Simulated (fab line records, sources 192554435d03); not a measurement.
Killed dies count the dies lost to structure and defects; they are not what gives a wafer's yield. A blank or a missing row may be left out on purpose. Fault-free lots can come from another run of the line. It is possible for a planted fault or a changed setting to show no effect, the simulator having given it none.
Which of the tools did it? + flow n5 finfet + Sampling: 8 lots, 24 wafers, 7 of 1938 route steps

== WHAT THE GAUGES READ, wafer by wafer ==
N5_BEOL_M0_CUTY_OVL_MEAS_58. Usual: for M0_ABLK_OVL the level is 0.0 nm and the standard deviation is 0.7.
| lot  | measured     | on         | M0_ABLK_OVL (nm) | flag |
|------|--------------|------------|------------------|------|
| L376 | day 5 16:10  | overlay-01 | 0.6 0.5 0.4      |      |
| L380 | day 6 15:44  | overlay-02 | -0.1 1.0 0.1     |      |
| L381 | day 6 21:44  | overlay-02 | 0.3 0.5 -0.1     |      |
| L383 | day 7 13:59  | overlay-02 | -0.1 -0.3 -0.8   |      |
| L390 | day 9 15:41  | overlay-01 | 1.2 0.0 0.1      |      |
| L392 | day 9 19:50  | overlay-01 | 0.0 -1.1 0.6     |      |
| L398 | day 11 08:39 | overlay-01 | 0.0 -0.4 -0.8    |      |
| L399 | day 12 06:47 | overlay-02 | 0.6 0.2 0.1      |      |

N5_BEOL_M0_CUTY_INSPECT_59: inspects for defects (macro). Usual: raw defect count 2.0, standard deviation 1.4.
| lot  | measured     | on                | raw defect count | flag |
|------|--------------|-------------------|------------------|------|
| L376 | day 5 16:12  | defect inspect-02 | 3 2 3            |      |
| L380 | day 6 15:46  | defect inspect-01 | 3 2 1            |      |
| L381 | day 6 21:46  | defect inspect-01 | 1 1 3            |      |
| L383 | day 7 14:01  | defect inspect-01 | 2 2 1            |      |
| L390 | day 9 15:42  | defect inspect-02 | 0 4 1            |      |
| L392 | day 9 19:52  | defect inspect-01 | 1 3 7            |      |
| L398 | day 11 08:41 | defect inspect-02 | 1 1 4            |      |
| L399 | day 12 06:49 | defect inspect-02 | 1 0 1            |      |

N5_BEOL_M0_OCD_MEAS_108. Usual: trench depth nm 33.0 nm, standard deviation 0.49.
| lot  | measured     | on     | trench depth nm (nm) | flag |
|------|--------------|--------|----------------------|------|
| L376 | day 5 17:58  | ocd-01 | 32.8 33.0 33.8       |      |
| L380 | day 6 18:00  | ocd-01 | 0 0.2 0              | OFF  |
| L381 | day 7 01:14  | ocd-01 | 0 0.2 0.3            | OFF  |
| L383 | day 7 15:14  | ocd-01 | 0 0.4 0              | OFF  |
| L390 | day 9 19:54  | ocd-02 | 33.0 33.7 32.4       |      |
| L392 | day 9 23:00  | ocd-01 | 32.6 32.3 33.7       |      |
| L398 | day 11 10:25 | ocd-02 | 32.6 32.4 33.4       |      |
| L399 | day 12 10:22 | ocd-02 | 32.8 33.1 32.4       |      |

N5_BEOL_M4_RC_MEAS_101. Usual: DIBL_N 36.6 mV/V, standard deviation 1.1; DIBL_P 36.8 mV/V, standard deviation 1.6; IOFF_N 0.169 nA/um, standard deviation 0.024; IOFF_P 0.206 nA/um, standard deviation 0.028; ION_N 679 uA/um, standard deviation 9.2; ION_P 462 uA/um, standard deviation 7; SS_N 71.6 mV/dec, standard deviation 0.57; SS_P 73.3 mV/dec, standard deviation 0.57; VT_N 248.8 mV, standard deviation 2.4; VT_P -251 mV, standard deviation 3.
| lot  | measured     | on        | DIBL_N (mV/V)  | DIBL_P (mV/V)  | IOFF_N (nA/um)    | IOFF_P (nA/um)    | ION_N (uA/um) | ION_P (uA/um) | SS_N (mV/dec)  | SS_P (mV/dec)  | VT_N (mV)         | VT_P (mV)      | flag |
|------|--------------|-----------|----------------|----------------|-------------------|-------------------|---------------|---------------|----------------|----------------|-------------------|----------------|------|
| L376 | day 9 01:16  | prober-02 | 36.5 36.5 34.9 | 36.2 36.3 33.7 | 0.161 0.161 0.131 | 0.177 0.175 0.148 | 674 688 659   | 462 460 453   | 70.6 71.0 70.3 | 73.1 73.1 72.7 | 248.3 249.3 254.6 | -256 -255 -258 |      |
| L390 | day 13 08:59 | prober-01 | 39.0 36.8 38.3 | 39.9 37.9 39.2 | 0.242 0.184 0.216 | 0.255 0.220 0.239 | 699 682 696   | 472 466 465   | 72.5 71.7 73.1 | 74.6 74.2 73.8 | 244.5 246.4 244.0 | -249 -250 -249 |      |
| L392 | day 13 11:26 | prober-01 | 35.0 34.8 35.8 | 33.5 33.7 34.4 | 0.128 0.135 0.142 | 0.166 0.166 0.176 | 667 665 667   | 454 456 458   | 70.8 71.5 71.3 | 72.3 72.3 73.0 | 254.6 251.3 251.5 | -254 -255 -253 |      |
| L398 | day 15 09:16 | prober-02 | 36.8 36.5 36.8 | 37.4 37.5 36.6 | 0.157 0.155 0.149 | 0.196 0.204 0.186 | 682 679 683   | 465 466 461   | 71.2 71.1 71.4 | 73.6 73.1 73.7 | 246.8 249.0 248.1 | -251 -252 -251 |      |
| L399 | day 15 13:02 | prober-02 | 35.9 36.3 37.0 | 36.9 37.3 38.6 | 0.140 0.143 0.157 | 0.171 0.179 0.190 | 673 675 675   | 455 460 461   | 70.7 71.4 71.6 | 72.8 72.9 72.7 | 255.4 252.2 250.8 | -252 -253 -252 |      |

== WHICH TOOL RAN EACH LOT (tool, then ch and the chambers of the sampled wafers, then the start) ==
| lot  | N5_BEOL_M0_SAQP_DESCUM_45         | N5_BEOL_M0_HM_OPEN_105            | N5_BEOL_M0_ETCH_128                |
|------|-----------------------------------|-----------------------------------|------------------------------------|
| L376 | rie diel-05 ch 0,1,3, day 5 14:50 | rie metal-02 ch 0, day 5 17:22    | rie diel-03 ch 0,3, day 5 17:49    |
| L380 | rie diel-06 ch 0,1, day 6 14:19   | rie metal-03 ch 0, day 6 17:11    | rie diel-03 ch 0,1,2, day 6 17:52  |
| L381 | rie diel-06 ch 0,1,3, day 6 20:32 | rie metal-03 ch 0,1, day 7 00:49  | rie diel-03 ch 2,3, day 7 01:05    |
| L383 | rie diel-02 ch 0,3, day 7 12:26   | rie metal-02 ch 1, day 7 14:47    | rie diel-01 ch 0,1,3, day 7 15:05  |
| L390 | rie diel-06 ch 0,1, day 9 14:28   | rie metal-03 ch 1, day 9 19:23    | rie diel-04 ch 1,3, day 9 19:44    |
| L392 | rie diel-06 ch 0,1,2, day 9 18:38 | rie metal-03 ch 0,1, day 9 22:23  | rie diel-04 ch 0,1,3, day 9 22:51  |
| L398 | rie diel-02 ch 0,2, day 11 07:19  | rie metal-03 ch 0,1, day 11 09:50 | rie diel-04 ch 0,1, day 11 10:16   |
| L399 | rie diel-02 ch 0,3, day 12 05:35  | rie metal-02 ch 0,1, day 12 09:55 | rie diel-04 ch 1,2,3, day 12 10:13 |
- N5_BEOL_M0_SAQP_DESCUM_45: chemistry O2, time 7 s.
- N5_BEOL_M0_HM_OPEN_105: chemistry Cl2/BCl3, target TiN, target depth 12 nm.
- N5_BEOL_M0_ETCH_128: etches SiCN in CF4/N2, target depth 12 nm, overetch 5.1 nm, time 21.4 s.

== WHAT THE TOOLS THEMSELVES READ (means of the sampled wafers that have a number; where no wafer has one, the mark that the record gives instead) ==
N5_BEOL_M0_SAQP_DESCUM_45. Usual: for chamber pressure mTorr, 20.002 mTorr with a standard deviation of 0.017; for drypump motor current A, 5.7 A with a standard deviation of 0.51; for oes product au, 0.80 a.u. with a standard deviation of 0.065; for rf fwd power W, 49.42 W with a standard deviation of 0.21; for rf vpp V, 243.3 V with a standard deviation of 1.4; for showerhead plenum p Torr, 2.10 Torr with a standard deviation of 0.068; for throttle valve pct, 20.29 % with a standard deviation of 0.18.
| lot  | tool        | chamber pressure mTorr (mTorr) | drypump motor current A (A) | oes product au (a.u.) | rf fwd power W (W) | rf vpp V (V) | showerhead plenum p Torr (Torr) | throttle valve pct (%) | flag |
|------|-------------|--------------------------------|-----------------------------|-----------------------|--------------------|--------------|---------------------------------|------------------------|------|
| L376 | rie diel-05 | 20.008                         | 5.6                         | 0.77                  | 49.26              | 245.2        | 2.16                            | 20.17                  |      |
| L380 | rie diel-06 | 20.009                         | 5.9                         | 0.75                  | 49.47              | 242.2        | 2.06                            | 20.28                  |      |
| L381 | rie diel-06 | 20.004                         | 5.7                         | 0.78                  | 49.47              | 242.3        | 2.05                            | 20.40                  |      |
| L383 | rie diel-02 | 20.016                         | 5.4                         | 0.82                  | 49.42              | 243.1        | 2.09                            | 20.07                  |      |
| L390 | rie diel-06 | 20.007                         | 5.9                         | 0.74                  | 49.39              | 243.0        | 2.06                            | 20.31                  |      |
| L392 | rie diel-06 | 20.005                         | 6.0                         | 0.73                  | 49.33              | 242.6        | 2.05                            | 20.46                  |      |
| L398 | rie diel-02 | 20.008                         | 5.9                         | 0.80                  | 49.28              | 244.1        | 2.12                            | 20.24                  |      |
| L399 | rie diel-02 | 20.016                         | 5.4                         | 0.80                  | 49.54              | 243.1        | 2.08                            | 20.11                  |      |

N5_BEOL_M0_HM_OPEN_105. Usual: bcl3 flow sccm 21.74 sccm, standard deviation 0.063; bias w 126.0 W, standard deviation 0.38; chamber pressure mTorr 10.001 mTorr, standard deviation 0.011; drypump motor current A 5.6 A, standard deviation 0.42; he backside leak sccm 3.4 sccm, standard deviation 0.33; oes product au 0.80 a.u., standard deviation 0.089; rf fwd power W 996 W, standard deviation 3.9; throttle valve pct 21.92 %, standard deviation 0.15.
| lot  | tool         | bcl3 flow sccm (sccm) | bias w (W) | chamber pressure mTorr (mTorr) | drypump motor current A (A) | he backside leak sccm (sccm) | oes product au (a.u.) | rf fwd power W (W) | throttle valve pct (%) | flag |
|------|--------------|-----------------------|------------|--------------------------------|-----------------------------|------------------------------|-----------------------|--------------------|------------------------|------|
| L376 | rie metal-02 | 21.70                 | 126.2      | 10.014                         | 6.0                         | 3.5                          | 0.91                  | 998                | 21.77                  |      |
| L380 | rie metal-03 | -                     | -          | -                              | -                           | -                            | -                     | -                  | -                      | OFF  |
| L381 | rie metal-03 | -                     | -          | -                              | -                           | -                            | -                     | -                  | -                      | OFF  |
| L383 | rie metal-02 | -                     | -          | -                              | -                           | -                            | -                     | -                  | -                      | OFF  |
| L390 | rie metal-03 | 21.74                 | 126.5      | 9.995                          | 5.8                         | 3.8                          | 0.78                  | 988                | 21.82                  |      |
| L392 | rie metal-03 | 21.68                 | 125.9      | 10.000                         | 5.2                         | 3.3                          | 0.79                  | 996                | 22.04                  |      |
| L398 | rie metal-03 | 21.77                 | 126.3      | 10.012                         | 5.2                         | 3.2                          | 0.77                  | 994                | 22.07                  |      |
| L399 | rie metal-02 | 21.76                 | 126.0      | 9.991                          | 5.7                         | 3.5                          | 0.73                  | 997                | 21.87                  |      |

N5_BEOL_M0_ETCH_128. Usual: for chamber pressure mTorr, 40.01 mTorr with a standard deviation of 0.047; for drypump motor current A, 5.6 A with a standard deviation of 0.51; for oes product au, 0.57 a.u. with a standard deviation of 0.054; for rf fwd power W, 425.0 W with a standard deviation of 1.9; for rf vpp V, 383.1 V with a standard deviation of 2.1; for showerhead plenum p Torr, 2.24 Torr with a standard deviation of 0.085; for throttle valve pct, 15.34 % with a standard deviation of 0.2.
| lot  | tool        | chamber pressure mTorr (mTorr) | drypump motor current A (A) | oes product au (a.u.) | rf fwd power W (W) | rf vpp V (V) | showerhead plenum p Torr (Torr) | throttle valve pct (%) | flag |
|------|-------------|--------------------------------|-----------------------------|-----------------------|--------------------|--------------|---------------------------------|------------------------|------|
| L376 | rie diel-03 | 40.01                          | 5.1                         | 0.50                  | 422.8              | 383.3        | 2.24                            | 15.61                  |      |
| L380 | rie diel-03 | 39.98                          | 5.8                         | 0.29                  | 425.2              | 381.8        | 2.21                            | 15.44                  | OFF  |
| L381 | rie diel-03 | 40.15                          | 5.0                         | 0.28                  | 423.5              | 382.3        | 2.22                            | 15.65                  | OFF  |
| L383 | rie diel-01 | 39.99                          | 5.7                         | 0.32                  | 424.2              | 383.1        | 2.25                            | 15.30                  | OFF  |
| L390 | rie diel-04 | 40.00                          | 5.3                         | 0.63                  | 426.3              | 385.0        | 2.34                            | 15.15                  |      |
| L392 | rie diel-04 | 40.00                          | 5.4                         | 0.62                  | 424.4              | 383.8        | 2.28                            | 15.23                  |      |
| L398 | rie diel-04 | 40.00                          | 5.1                         | 0.58                  | 425.3              | 383.7        | 2.27                            | 15.16                  |      |
| L399 | rie diel-04 | 40.07                          | 5.7                         | 0.58                  | 426.3              | 384.2        | 2.29                            | 15.24                  |      |

== THE ANSWER, worked out from the rows above alone ==
Rule: take the mean of a lot's wafers that have a number; if it is more than 3 standard deviations from the usual mean, the lot is off. Also off: a lot with no number at a reading for which 4 or more lots have one. All remaining lots with rows at the step are treated as sound. The gauges are gone through in route order, then the tools' own readings, and for those a lot's mean is taken as printed above. At the first step where some lot is off, the reading lying furthest off is the one used; lots without a number count as furthest.
Off at N5_BEOL_M0_OCD_MEAS_108 (trench depth nm): L380, L381, L383.
A tool fits if, at a process step before that reading, it ran every lot that is off, and no sound lot after the first of them. The gauges at N5_BEOL_M0_OCD_MEAS_108 aren't tried: what is off there is off at N5_BEOL_M0_HM_OPEN_105 too, on other tools, and a gauge's error can't cause that. No candidate that was tried fits.

== WHAT THE SIMULATOR PUT IN ==
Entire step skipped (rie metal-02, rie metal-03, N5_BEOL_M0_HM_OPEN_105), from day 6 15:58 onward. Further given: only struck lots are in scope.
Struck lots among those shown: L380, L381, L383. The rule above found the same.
